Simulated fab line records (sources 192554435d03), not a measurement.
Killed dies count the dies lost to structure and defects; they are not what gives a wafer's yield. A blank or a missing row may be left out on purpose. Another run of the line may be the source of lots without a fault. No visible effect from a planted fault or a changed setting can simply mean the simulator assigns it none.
Matching of chambers | flow n5Finfet | N5_BEOL_M7_PECVD_70 on pecvd-04 has 3 sister chambers
The step deposits SiO2 from TEOS/O2, target thk 20 nm, time 22.7 s. 6 wafers are shown with their chamber, then 10 later ones without.

## WAFERS, EACH WITH ITS CHAMBER
wafer  | chamber | showerheadPlenumPTorr (Torr) | throttleValvePct (%)
L086.3 | 0       | 8.71                         | 23.0
L087.2 | 0       | 8.70                         | 23.0
L087.4 | 2       | 8.73                         | 22.9
L087.6 | 1       | 8.83                         | 22.0
L090.3 | 2       | 8.72                         | 22.8
L090.5 | 1       | 8.83                         | 21.5

## WAFERS WHOSE CHAMBER IS MISSING
wafer  | showerheadPlenumPTorr (Torr) | throttleValvePct (%)
L090.6 | 8.71                         | 22.8
L095.4 | 8.86                         | 21.8
L095.5 | 8.75                         | 22.6
L095.6 | 8.69                         | 22.8
L094.1 | 8.83                         | 21.8
L094.5 | 8.74                         | 23.2
L094.6 | 8.70                         | 22.9
L096.3 | 8.82                         | 21.5
L096.4 | 8.72                         | 22.9
L096.6 | 8.72                         | 22.9

## CHAMBER TAKEN BY EACH
wafer  | from the rows above     | in truth
L090.6 | can't be placed: 0 or 2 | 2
L095.4 | 1                       | 1
L095.5 | 2                       | 2
L095.6 | 0                       | 0
L094.1 | 1                       | 1
L094.5 | 2                       | 2
L094.6 | 0                       | 0
L096.3 | 1                       | 1
L096.4 | can't be placed: 2 or 0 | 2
L096.6 | can't be placed: 2 or 0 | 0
Correctly placed: 7 of 10. These rows do not allow placing 3 (true chamber among the candidates in 3). Wrongly placed: 0.
How it was worked out, from the rows above alone: a wafer's distance from a chamber is the root of the sum, over the readings, of the square of ((its reading less the chamber's mean) divided by the reading's scatter). The wafer belongs to the nearest chamber; if the next one is less than 2 further off, it can't be placed. A chamber's mean is the mean of its shown wafers. The scatter: take each reading less its chamber's mean, square it, sum over the shown wafers, divide by the number of wafers less the number of chambers, and take the root.
